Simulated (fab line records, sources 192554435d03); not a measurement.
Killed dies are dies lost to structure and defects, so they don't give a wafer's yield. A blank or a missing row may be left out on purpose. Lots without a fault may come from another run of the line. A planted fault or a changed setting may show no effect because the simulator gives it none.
fab line records | flow n5_finfet
record lots=6 wafers=18 last_day=18
route steps=1938 shown MIM_TOP_LITHO@1846 MIM_TOP_ETCH@1851 MIM_BOT_LITHO@1854 PASSIVATION@1936
lots that met no fault: from a run of the same line without faults
start_h: hours from the record's first day to the start of the lot's first wafer shown | wait_h: hours since the lot's step before | " the same as in the row above | L1.1+2: a row that stands for several wafers | - no value, or no start given | * or withheld: withheld | < > ~ a bound
route shown NAME@n: a module of which the file shows steps, and the number in the route of the first | usual: mean/standard deviation of fault-free wafers | same: alike in all rows | chamber/n: place in a boat | sites: the reading at each site | _std_site: their standard deviation | _edge_site: outer sites' mean less inner sites' | radius_mm: how far each site lies from the wafer's centre | mask NAME#n: copy n | behind: the tool/chamber that last shaped the wafer | hold: why the lot was held/for how many hours/how that ended | device: the transistor (n, p or np) that didn't switch | end of line: the same wafers' tests at the end of the route | a step without rows: its recipe alone | killed: dies lost to structure and defects at the first sort, not the wafer's yield | map: a wafer's dies, x killed, . not, _ none there
set.NAME: the setting as run; set.NAME@STEP: as run at that earlier step | model.NAME: the simulator's own value behind a step, which no gauge read
lots at some steps of the route; a table a step, a row a wafer
services: from which hour (start_h, from the record's first day; less than 0 if before it) a tool's chamber was out of use, for how many hours, and why
## steps
# step N5_MIM_TOP_LITHO_HARDBAKE_09
# recipe temp_c=130 time_s=120
# step N5_MIM_TOP_LITHO_CD_MEAS_08
# recipe target_cd_nm=2000 landing_energy_ev=500 detector=se_inlens
# usual cd_nm=1999.8/2.1
# columns lot.wafer tool chamber start_h wait_h cd_nm
L868.1 cd_sem-01 0 261.43 - 1996.7
L868.5 " 0 " " 1998.7
L868.6 " 0 " " 1999.7
L879.2 cd_sem-01 0 346.02 - 2001.5
L879.3 " 0 " " 2000.5
L879.4 " 0 " " 2002.3
L883.1 cd_sem-02 0 370.75 - 2000.7
L883.4 " 0 " " 1997.3
L883.5 " 0 " " 2000.1
L885.1 cd_sem-01 0 383.70 - 2000.1
L885.2 " 0 " " 2002.9
L885.5 " 0 " " 2005.1
L888.1 cd_sem-03 0 422.93 - 2000.0
L888.3 " 0 " " 1998.3
L888.5 " 0 " " 2003.4
L889.1 cd_sem-02 0 423.18 - 2002.2
L889.2 " 0 " " 1997.6
L889.4 " 0 " " 1998.9
# step N5_MIM_TOP_LITHO_OVL_MEAS_11
# recipe points_per_wafer=44
# usual MIM_TOP_OVL=2/5.1
# same points_per_wafer=44
# columns lot.wafer tool chamber start_h wait_h MIM_TOP_OVL[nm]
L868.1 overlay-02 0 261.46 0.0 1
L868.5 " 0 " " 0
L868.6 " 0 " " -4
L879.2 overlay-02 0 346.05 0.0 13
L879.3 " 0 " " 7
L879.4 " 0 " " 8
L883.1 overlay-01 0 370.78 0.0 0
L883.4 " 0 " " -3
L883.5 " 0 " " 1
L885.1 overlay-02 0 383.73 0.0 7
L885.2 " 0 " " -5
L885.5 " 0 " " 7
L888.1 overlay-02 0 422.96 0.0 -3
L888.3 " 0 " " 2
L888.5 " 0 " " 1
L889.1 overlay-01 0 423.21 0.0 6
L889.2 " 0 " " 0
L889.4 " 0 " " 1
# step N5_MIM_TOP_LITHO_INSPECT_12
# recipe mode=adi inspect_instrument=macro
# usual raw_defect_count=2.1/1.5
# columns lot.wafer tool chamber start_h wait_h raw_defect_count
L868.1 defect_inspect-02 - 261.48 0.0 3
L868.5 " - " " 1
L868.6 " - " " 4
L879.2 defect_inspect-01 - 346.07 0.0 6
L879.3 " - " " 1
L879.4 " - " " 3
L883.1 defect_inspect-01 - 370.81 0.0 1
L883.4 " - " " 1
L883.5 " - " " 1
L885.1 defect_inspect-01 - 383.76 0.0 5
L885.2 " - " " 0
L885.5 " - " " 3
L888.1 defect_inspect-01 - 422.99 0.0 2
L888.3 " - " " 4
L888.5 " - " " 2
L889.1 defect_inspect-02 - 423.23 0.0 2
L889.2 " - " " 2
L889.4 " - " " 1
# step N5_MIM_TOP_LITHO_DESCUM_10
# recipe chemistry=O2 time_s=7.9 source_power_w=50 bias_power_w=20 pressure_mtorr=20 rf_frequency_hz=2.712e+07 temp_c=40 o2_flow_sccm=225
# usual drypump_motor_current_A=5.8/0.56 oes_product_au=0.80/0.08 rf_vpp_V=242.7/1.6 showerhead_plenum_p_Torr=2.07/0.078 throttle_valve_pct=20.37/0.23
# same time_s=7.9
# columns lot.wafer tool chamber start_h wait_h drypump_motor_current_A oes_product_au rf_hours_counter_h rf_vpp_V showerhead_plenum_p_Torr throttle_valve_pct
L868.1 rie_diel-06 0 261.52 0.0 4.9 0.68 242 241.2 1.97 20.91
L868.5 " 2 " " 6.2 0.87 - 242.2 2.05 20.47
L868.6 " 1 " " 5.9 0.91 - 244.3 2.23 20.14
L879.2 rie_diel-02 1 346.11 0.0 5.5 0.78 95 242.1 2.03 20.00
L879.3 " 2 " " 6.2 0.72 150 241.5 2.02 20.54
L879.4 " 3 " " 5.9 0.90 24 242.5 2.04 20.32
L883.1 rie_diel-02 2 371.45 0.6 6.3 0.71 159 242.8 2.01 20.55
L883.4 " 0 " " 5.0 0.79 111 243.3 2.04 20.49
L883.5 " 0 " " 5.1 0.80 - 240.6 2.04 20.50
L885.1 rie_diel-05 3 383.79 0.0 4.9 0.76 117 242.0 2.02 20.07
L885.2 " 0 " " 6.0 0.71 201 240.7 1.98 20.32
L885.5 " 2 " " 6.6 0.94 - 243.0 2.07 20.31
L888.1 rie_diel-05 1 424.07 1.1 6.4 0.81 126 241.4 2.02 20.42
L888.3 " 2 " " 6.6 0.91 35 242.1 2.06 20.33
L888.5 " 0 " " 6.0 0.70 - 241.2 1.98 20.34
L889.1 rie_diel-05 0 424.75 1.5 6.0 0.70 217 242.1 1.98 20.35
L889.2 " 3 " " 4.9 0.73 133 243.1 2.02 20.09
L889.4 " 1 " " 6.4 0.81 126 243.0 2.02 20.41
# step N5_MIM_TOP_ETCH_ETCH_00
# recipe chemistry=Cl2/BCl3 target=TiN target_depth_a=385 ion_energy_ev=150 pressure_mtorr=10 icp_w=1000 bias_w=126 Cl2_flow_sccm=53.25 bcl3_flow_sccm=21.75 Ar_flow_sccm=25
# usual drypump_motor_current_A=5.94/0.26 oes_product_au=0.76/0.093 throttle_valve_pct=22.79/0.17
# columns lot.wafer tool chamber start_h wait_h drypump_motor_current_A oes_product_au rf_hours_counter_h throttle_valve_pct
L868.1 rie_metal-01 1 261.60 0.1 6.02 0.61 113 23.21
L868.5 " 1 " " 6.02 0.62 - 23.21
L868.6 " 0 " " 6.18 0.68 - 22.74
L879.2 rie_metal-01 1 346.20 0.1 6.04 0.95 1 22.92
L879.3 " 0 " " 6.15 0.67 - 22.76
L879.4 " 1 " " 6.03 0.96 - 22.89
L883.1 rie_metal-02 0 371.54 0.1 5.78 0.81 43 22.72
L883.4 " 1 " " 5.50 0.81 - 22.74
L883.5 " 0 " " 5.80 0.81 - 22.70
L885.1 rie_metal-02 1 383.88 0.1 5.51 0.79 26 22.74
L885.2 " 0 " " 5.83 0.79 44 22.70
L885.5 " 0 " " 5.82 0.80 - 22.70
L888.1 rie_metal-02 1 424.17 0.1 5.48 0.79 29 22.76
L888.3 " 0 " " 5.81 0.79 - 22.72
L888.5 " 1 " " 5.47 0.79 - 22.74
L889.1 rie_metal-02 0 424.84 0.1 5.78 0.79 47 22.73
L889.2 " 1 " " 5.51 0.78 29 22.75
L889.4 " 0 " " 5.80 0.79 - 22.71
# step N5_MIM_TOP_ETCH_STRIP_01
# recipe chemistry=O2 power_w=600 temp_c=60 pressure_mtorr=30 rf_frequency_hz=6e+07 bias_power_w=0 overash_fraction=0.5 o2_flow_sccm=225
# usual drypump_motor_current_A=5.8/0.59 oes_product_au=0.82/0.081 rf_vpp_V=3.8/1.5 showerhead_plenum_p_Torr=2.10/0.065 throttle_valve_pct=16.68/0.27
# columns lot.wafer tool chamber start_h wait_h drypump_motor_current_A oes_product_au rf_hours_counter_h rf_vpp_V showerhead_plenum_p_Torr throttle_valve_pct
L868.1 rie_diel-04 1 261.75 0.1 6.5 0.78 126 2.8 2.10 16.63
L868.5 " 0 " " 5.8 0.92 - 4.5 2.13 16.85
L868.6 " 1 " " 6.5 0.79 - 4.8 2.10 16.68
L879.2 rie_diel-03 3 346.38 0.1 6.2 1.00 6 2.6 2.16 16.37
L879.3 " 0 " " 5.0 0.78 124 5.3 2.11 16.37
L879.4 " 2 " " 5.5 0.90 25 2.3 2.25 16.57
L883.1 rie_diel-03 2 371.72 0.1 5.5 0.88 32 3.7 2.25 16.53
L883.4 " 1 " " 5.3 0.72 214 3.8 2.05 16.51
L883.5 " 2 " " 5.5 0.91 - 5.2 2.25 16.60
L885.1 rie_diel-04 3 384.02 0.1 6.6 0.66 250 0.9 1.99 17.23
L885.2 " 1 " " 6.5 0.75 159 4.1 2.09 16.75
L885.5 " 0 " " 5.7 0.87 - 3.3 2.12 16.87
L888.1 rie_diel-04 0 424.31 0.1 5.7 0.86 66 5.2 2.12 16.90
L888.3 " 2 " " 5.7 0.79 91 3.7 2.14 16.89
L888.5 " 0 " " 5.7 0.82 - 6.7 2.11 16.89
L889.1 rie_diel-04 3 424.98 0.1 6.6 0.93 9 4.7 2.25 16.70
L889.2 " 0 " " 5.7 0.84 66 1.4 2.12 16.92
L889.4 " 2 " " 5.7 0.77 92 5.0 2.14 16.89
# step N5_MIM_TOP_ETCH_PECVD_03
# recipe material=SiNx target_thk_a=200 temp_c=400 precursor=SiH4/NH3/N2 pressure_torr=1.5 rf_w=300 time_s=17.6
# usual heater_power_w=779/87 showerhead_plenum_p_Torr=5.15/0.091 throttle_valve_pct=40.1/2.4
# same time_s=17.6
# columns lot.wafer tool chamber start_h wait_h heater_power_w showerhead_plenum_p_Torr throttle_valve_pct
L868.1 pecvd-04 0 261.81 - 673 5.17 39.1
L868.5 " 2 " " 877 5.14 39.1
L868.6 " 1 " " 856 5.29 42.5
L879.2 pecvd-01 1 346.44 - 892 5.23 45.5
L879.3 " 2 " " 829 5.32 37.7
L879.4 " 1 " " 911 5.21 45.8
L883.1 pecvd-02 1 371.79 - 632 5.08 39.0
L883.4 " 1 " " 632 5.06 38.9
L883.5 " 0 " " 753 5.07 39.9
L885.1 pecvd-01 1 384.10 - 813 5.22 45.7
L885.2 " 2 " " 786 5.32 37.7
L885.5 " 1 " " 807 5.23 45.5
L888.1 pecvd-01 1 424.37 - 797 5.22 45.7
L888.3 " 0 " " 714 5.13 39.6
L888.5 " 2 " " 769 5.31 37.8
L889.1 pecvd-02 2 425.05 - 739 5.08 39.0
L889.2 " 1 " " 675 5.06 38.9
L889.4 " 1 " " 658 5.05 38.8
# step N5_MIM_BOT_LITHO_HMDS_01
# recipe time_s=60 temp_c=120
# step N5_MIM_BOT_LITHO_COAT_02
# recipe spin_rpm=* resist_thk_nm=*
# step N5_MIM_BOT_LITHO_EBR_04
# recipe solvent=PGMEA ebr_width_mm=1.5
# step N5_MIM_BOT_LITHO_SOFTBAKE_03
# recipe temp_c=100 time_s=90
# step N5_MIM_BOT_LITHO_EXPOSE_05
# recipe mask_id=MIM_BOT na=0.55 source_shape=conventional sigma_outer=0.8 polarization=unpolarized dose_mj=24.25
# usual reticle_temp_C=23.00/0.11
# same na=0.55
# columns lot.wafer tool chamber start_h wait_h mask reticle_temp_C model.MIM_BOT_LITHO.overlay_x_nm
L868.1 krf_scanner-01 0 261.99 - MIM_BOT#0 22.94 2.4
L868.5 " 0 " " MIM_BOT#0 22.79 2.4
L868.6 " 0 " " MIM_BOT#0 22.79 2.4
L879.2 krf_scanner-01 0 346.63 - MIM_BOT#0 22.93 2.6
L879.3 " 0 " " MIM_BOT#0 23.01 2.6
L879.4 " 0 " " MIM_BOT#0 22.92 2.6
L883.1 krf_scanner-01 0 372.09 - MIM_BOT#0 22.96 408.8
L883.4 " 0 " " MIM_BOT#0 23.09 408.8
L883.5 " 0 " " MIM_BOT#0 23.19 408.8
L885.1 krf_scanner-01 0 384.41 - MIM_BOT#0 22.95 404.4
L885.2 " 0 " " MIM_BOT#0 23.04 404.4
L885.5 " 0 " " MIM_BOT#0 23.04 404.4
L888.1 krf_scanner-02 0 424.67 - MIM_BOT#0 23.20 2.2
L888.3 " 0 " " MIM_BOT#0 22.97 2.2
L888.5 " 0 " " MIM_BOT#0 23.13 2.2
L889.1 krf_scanner-02 0 425.25 - MIM_BOT#0 22.97 4.4
L889.2 " 0 " " MIM_BOT#0 22.73 4.4
L889.4 " 0 " " MIM_BOT#0 22.94 4.4
# step N5_MIM_BOT_LITHO_PEB_06
# recipe peb_temp_c=withheld peb_time_s=*
# step N5_MIM_BOT_LITHO_DEVELOP_07
# recipe develop_time_s=60 rinse_liquid=diw dry=air_spin dev_temp_c=21
# step N5_MIM_BOT_LITHO_HARDBAKE_09
# recipe temp_c=130 time_s=120
# step N5_MIM_BOT_LITHO_CD_MEAS_08
# recipe target_cd_nm=3000 landing_energy_ev=500 detector=se_inlens polarity=opening
# usual cd_nm=2998.5/2.2
# columns lot.wafer tool chamber start_h wait_h cd_nm
L868.1 cd_sem-02 0 262.17 - 2998.2
L868.5 " 0 " " 2996.6
L868.6 " 0 " " 2994.9
L879.2 cd_sem-02 0 346.80 - 3001.2
L879.3 " 0 " " 3000.9
L879.4 " 0 " " 3000.7
L883.1 cd_sem-02 0 372.27 - 3002.1
L883.4 " 0 " " 2999.1
L883.5 " 0 " " 3002.8
L885.1 cd_sem-01 0 384.59 - 2999.6
L885.2 " 0 " " 2998.5
L885.5 " 0 " " 2999.7
L888.1 cd_sem-01 0 424.85 - 2997.8
L888.3 " 0 " " 2994.3
L888.5 " 0 " " 2995.9
L889.1 cd_sem-02 0 425.42 - 2997.8
L889.2 " 0 " " 2995.6
L889.4 " 0 " " 2996.2
# step N5_MIM_BOT_LITHO_OVL_MEAS_11
# recipe points_per_wafer=44
# usual MIM_BOT_OVL=3/6.3
# same points_per_wafer=44
# columns lot.wafer tool chamber start_h wait_h MIM_BOT_OVL[nm]
L868.1 overlay-01 0 262.20 0.0 12
L868.5 " 0 " " 7
L868.6 " 0 " " 14
L879.2 overlay-01 0 346.83 0.0 13
L879.3 " 0 " " 6
L879.4 " 0 " " 10
L883.1 overlay-02 0 372.30 0.0 408
L883.4 " 0 " " 413
L883.5 " 0 " " 410
L885.1 overlay-02 0 384.62 0.0 394
L885.2 " 0 " " 406
L885.5 " 0 " " 400
L888.1 overlay-02 0 424.88 0.0 6
L888.3 " 0 " " 4
L888.5 " 0 " " 2
L889.1 overlay-02 0 425.45 0.0 1
L889.2 " 0 " " 1
L889.4 " 0 " " 2
# step N5_MIM_BOT_LITHO_INSPECT_12
# recipe mode=adi inspect_instrument=macro
# usual raw_defect_count=2.1/1.4
# columns lot.wafer tool chamber start_h wait_h raw_defect_count
L868.1 defect_inspect-02 - 262.22 0.0 0
L868.5 " - " " 2
L868.6 " - " " 5
L879.2 defect_inspect-01 - 346.85 0.0 2
L879.3 " - " " 0
L879.4 " - " " 0
L883.1 defect_inspect-01 - 372.32 0.0 2
L883.4 " - " " 4
L883.5 " - " " 1
L885.1 defect_inspect-01 - 384.64 0.0 3
L885.2 " - " " 3
L885.5 " - " " 3
L888.1 defect_inspect-01 - 424.90 0.0 3
L888.3 " - " " 0
L888.5 " - " " 5
L889.1 defect_inspect-01 - 425.48 0.0 1
L889.2 " - " " 5
L889.4 " - " " 3
# step N5_PASSIVATION_PROBE_49
# usual defect_limited_yield=90.9/1.5 killed_at_M0_to_M3=36/10 killed_at_M4_up=13/5.5 killed_at_contacts=12/5.6 killed_at_front_end=42/12 killed_at_other=4/3.2 killed_dies=108/18 killed_open=71/13 killed_short=34/7.8 sort_bin_5_function=5.4/1 sort_bin_6_memory=3.4/0.68 sort_n_pass=1072/18 sort_yield_pct=90.9/1.5
# same gross_dies=1180 killed_at_back_side=0 sort_bin_4_leakage[%]=0 sort_bin_8_speed[%]=0
# columns lot.wafer tool chamber start_h wait_h defect_limited_yield[%] killed_at_M0_to_M3 killed_at_M4_up killed_at_contacts killed_at_front_end killed_at_other killed_dies killed_open killed_short sort_bin_5_function[%] sort_bin_6_memory[%] sort_n_pass sort_yield_pct[%]
L879.2 prober-01 - 355.19 0.1 92.3 30 2 14 39 6 91 54 36 4.3 2.9 1089 92.3
L879.3 prober-01 - 355.24 0.1 92.2 25 15 12 37 3 92 62 30 4.5 3.0 1088 92.2
L879.4 prober-01 - 355.29 0.2 92.4 27 13 19 31 0 90 63 26 4.2 3.1 1090 92.4
# killed by level:class
L879.2 FIN_SAQP:geometric_particle:open=11 MOL_CONTACT_COAG:geometric_particle:open=11 GATE_CUT:geometric_particle:short=8 BEOL_M0_SAQP:geometric_particle:short=7 STI_FIN_REVEAL:geometric_particle:open=6 BEOL_M1:geometric_particle:open=6 BEOL_M2:geometric_particle:open=6 BEOL_M3:geometric_particle:open=4
L879.3 MOL_CONTACT_COAG:geometric_particle:open=10 FIN_SAQP:geometric_particle:open=9 FIN_SAQP:geometric_particle:short=8 BEOL_M3:geometric_particle:open=8 BEOL_M1:geometric_particle:open=5 GATE_CUT:geometric_particle:short=5 BEOL_M4:geometric_particle:open=5 STARTING-WAFER:geometric_particle:open=4
L879.4 MOL_CONTACT_COAG:geometric_particle:open=15 BEOL_M2:geometric_particle:open=10 FIN_SAQP:geometric_particle:open=8 FIN_SAQP:geometric_particle:short=6 BEOL_M4:geometric_particle:open=6 GATE_CUT:geometric_particle:short=5 BEOL_M3:geometric_particle:open=5 MOL_CONTACT_COAG:geometric_particle:short=4
## services
# columns tool chamber start_h hours kind
krf_scanner-02 - 254.46 1.3 pm
rie_diel-05 0 258.19 9.4 repair
krf_scanner-02 - 258.36 1.0 pm
krf_scanner-01 - 262.54 1.0 pm
rie_diel-02 0 264.49 9.9 repair
rie_diel-04 2 273.35 7.5 repair
pecvd-01 - 289.64 1.0 repair
krf_scanner-02 - 296.33 0.3 repair
pecvd-04 1 298.99 6.2 repair
krf_scanner-01 - 302.26 1.1 repair
krf_scanner-01 - 304.88 4.0 pm
rie_diel-05 0 307.30 4.3 repair
krf_scanner-01 - 310.23 1.3 pm
krf_scanner-01 - 313.35 4.1 repair
pecvd-04 1 317.58 4.5 repair
rie_metal-01 1 328.92 3.0 repair
rie_diel-04 1 328.93 6.7 repair
krf_scanner-02 - 360.18 0.8 pm
rie_diel-05 3 376.16 2.3 repair
rie_diel-02 - 381.76 0.5 repair
krf_scanner-01 - 390.66 0.8 repair
krf_scanner-02 - 397.48 1.1 repair
rie_diel-04 2 403.20 10.2 repair
rie_diel-02 - 413.98 13.0 repair
## key
first_sign step=N5_MIM_BOT_LITHO_OVL_MEAS_11 reading=MIM_BOT_OVL direction=up sigmas=64 usual=3 struck=405
effect none on later readings
model_effect step=N5_MIM_BOT_LITHO_EXPOSE_05 value=MIM_BOT_LITHO.overlay_x_nm without=0.5 struck=406.6
met_at N5_MIM_BOT_LITHO_EXPOSE_05
struck_wafers L883.1,L883.4,L883.5,L885.1,L885.2,L885.5
onset_between 346.63 372.09
fault kind=scanner_matching_overlay tool=krf_scanner-01 chamber=- onset_h=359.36 steps=N5_MIM_BOT_LITHO_EXPOSE_05 offset=406.08
